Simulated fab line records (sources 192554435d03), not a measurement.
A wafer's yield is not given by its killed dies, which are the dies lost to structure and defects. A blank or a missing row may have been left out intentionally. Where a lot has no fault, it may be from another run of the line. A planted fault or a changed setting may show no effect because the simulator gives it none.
Chamber matching    flow n5Finfet    rieSi-03 running N5_FIN_SAQP_ETCH_65: 4 sister chambers
The step etches SiO2 in CF4, target depth 4 nm, time 4.4 s. 18 wafers are shown with their chamber, then 9 later ones without.

== WAFERS PAIRED WITH THEIR CHAMBERS ==
wafer   chamber  drypumpMotorCurrentA (A)  throttleValvePct (%)  oesProductAu (a.u.)
L074.1  0        5.8                       21.80                 1.007
L074.3  1        5.9                       21.48                 0.994
L074.6  3        4.8                       21.73                 1.028
L075.1  0        5.8                       21.82                 1.006
L075.4  2        5.8                       21.71                 0.981
L075.5  0        5.8                       21.82                 1.010
L077.3  2        5.7                       21.72                 0.988
L077.4  3        4.8                       21.72                 1.035
L077.6  1        5.9                       21.48                 0.999
L078.1  2        5.8                       21.72                 0.984
L078.3  3        4.8                       21.72                 1.027
L078.5  0        5.8                       21.81                 1.019
L082.2  0        5.8                       21.80                 1.018
L082.3  1        5.9                       21.48                 0.995
L082.6  0        5.8                       21.79                 1.011
L093.3  3        4.8                       21.71                 1.033
L093.4  1        5.9                       21.48                 1.004
L093.6  2        5.8                       21.73                 1.001

SIGNATURES (averages over the wafers above)
reading               chamber 0  chamber 1  chamber 2  chamber 3  scatter within a chamber
drypumpMotorCurrentA  5.800      5.900      5.775      4.800      0.0231
throttleValvePct      21.8067    21.4800    21.7200    21.7200    0.009
oesProductAu          1.01183    0.99800    0.98850    1.03075    0.00592
Rule: for each reading, subtract the chamber's mean from the wafer's reading, divide by that reading's scatter and square the result; add these up over the readings and take the root, which gives the wafer's distance from the chamber. If the next closest chamber is less than 2 further off than the closest, the wafer can't be placed; otherwise it belongs to the closest. How the scatter is found: for the shown wafers, subtract from each reading the mean of its chamber, square and add these, divide the total by (wafers less chambers), then take the root.

== WAFERS WITH NO CHAMBER GIVEN ==
wafer   drypumpMotorCurrentA (A)  throttleValvePct (%)  oesProductAu (a.u.)
L094.1  5.8                       21.82                 1.001
L094.2  5.9                       21.46                 0.985
L094.6  5.7                       21.73                 0.987
L096.2  5.8                       21.80                 1.008
L096.4  4.8                       21.72                 1.011
L096.5  5.8                       21.81                 1.004
L097.1  5.8                       21.71                 0.987
L097.2  4.8                       21.72                 1.040
L097.5  4.8                       21.73                 1.026

== WHICH CHAMBER EACH ONE RAN IN ==
wafer   from the rows above  in truth
L094.1  0                    0
L094.2  1                    1
L094.6  2                    2
L096.2  0                    0
L096.4  3                    3
L096.5  0                    0
L097.1  2                    2
L097.2  3                    3
L097.5  3                    3
Correct placement for 9 of the 9. From these rows, 0 cannot be placed. 0 placed wrongly.
